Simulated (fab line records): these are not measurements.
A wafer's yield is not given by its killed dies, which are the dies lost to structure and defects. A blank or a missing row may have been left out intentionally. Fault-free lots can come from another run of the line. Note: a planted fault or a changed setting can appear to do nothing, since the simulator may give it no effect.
Chamber matching + flow n5Finfet + N5_GATE_CUT_HM_DEP_46 on pecvd-01: 3 sister chambers
The step deposits SiO2 from TEOS/O2, target thk 130 nm, time 26.6 s. 3 wafers are shown with their chamber, then 9 later ones without.

WAFERS WITH THEIR CHAMBER
| wafer  | chamber | throttleValvePct (%) |
|--------|---------|----------------------|
| L076.5 | 0       | 18.3                 |
| L086.1 | 2       | 17.1                 |
| L086.4 | 1       | 20.8                 |

WAFERS WITHOUT THEIR CHAMBER
| wafer  | throttleValvePct (%) |
|--------|----------------------|
| L088.1 | 18.4                 |
| L088.2 | 20.4                 |
| L088.4 | 20.5                 |
| L089.1 | 20.3                 |
| L089.4 | 18.2                 |
| L089.6 | 20.8                 |
| L091.1 | 20.5                 |
| L091.3 | 17.1                 |
| L091.4 | 18.5                 |

THE CHAMBER EACH PASSED THROUGH
| wafer  | from the rows above | in truth |
|--------|---------------------|----------|
| L088.1 | 0                   | 0        |
| L088.2 | 1                   | 1        |
| L088.4 | 1                   | 1        |
| L089.1 | 1                   | 1        |
| L089.4 | 0                   | 0        |
| L089.6 | 1                   | 1        |
| L091.1 | 1                   | 1        |
| L091.3 | 2                   | 2        |
| L091.4 | 0                   | 0        |
9 of 9 placed correctly. From these rows, 0 cannot be placed. Placed wrongly: 0.
How it was worked out, from the rows above alone: a wafer's distance from a chamber is the root of the sum, over the readings, of the square of ((its reading less the chamber's mean) divided by the reading's scatter). The wafer belongs to the nearest chamber; if the next one is less than 2 further off, it can't be placed. The mean given for a chamber averages the wafers shown for that chamber. The scatter (one wafer shown for each chamber): square how far every hidden wafer sits from the nearest shown wafer, average those squares and take the square root.
